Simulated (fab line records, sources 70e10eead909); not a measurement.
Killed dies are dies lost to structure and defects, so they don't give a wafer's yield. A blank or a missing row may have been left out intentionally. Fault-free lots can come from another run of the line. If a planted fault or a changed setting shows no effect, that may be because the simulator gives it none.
Which tool was responsible? -- flow nand_harc -- 36 wafers sampled from 12 lots at 1 step of a route of 1302

## WHAT THE GAUGES READ, wafer by wafer
NHARC_P_GATE_CD_MEAS_11: target cd 1640 nm.
lot,measured,on,cd_nm (nm)
L075,day 4 19:02,cd_sem-02,1639.6 1633.1 1637.7
L077,day 5 20:07,cd_sem-03,1637.8 1636.1 1635.5
L079,day 6 14:16,cd_sem-01,1636.8 1638.8 1639.3
L081,day 7 12:39,cd_sem-01,1639.6 1641.5 1641.6
L083,day 8 07:02,cd_sem-01,1638.8 1639.9 1637.4
L085,day 9 04:29,cd_sem-02,1643.5 1643.0 1640.8
L088,day 10 08:49,cd_sem-02,1636.0 1638.5 1634.9
L089,day 10 14:40,cd_sem-01,1640.5 1638.6 1637.1
L091,day 11 10:52,cd_sem-02,1641.0 1643.9 1639.7
L093,day 12 08:29,cd_sem-01,1637.3 1636.7 1639.3
L095,day 13 02:10,cd_sem-03,1633.4 1636.0 1634.7
L097,day 13 23:31,cd_sem-01,1637.5 1634.6 1638.5

## WHICH TOOL RAN EACH LOT (tool, then ch and the chambers of the sampled wafers, then the start)
There is no process step in the record ahead of these readings.

## THE ANSWER, worked out from the rows above alone
Rule: the usual values come from the lots themselves. Put in order of their means at a reading, lots are off if they are a third of the lots or fewer, leave a main group of 4 or more, and stand apart from it by a gap of 3 or more times the standard deviation of the main group's means; of several such gaps the widest counts. The tables above print the reading to a certain number of digits; a main group whose means all agree to those digits is not used. Also off: a lot with no number at a reading for which 4 or more lots have one. All remaining lots with rows at the step are treated as sound.
None of the lots is off at any reading shown; this tells nothing.

## WHAT THE SIMULATOR HAD PUT IN
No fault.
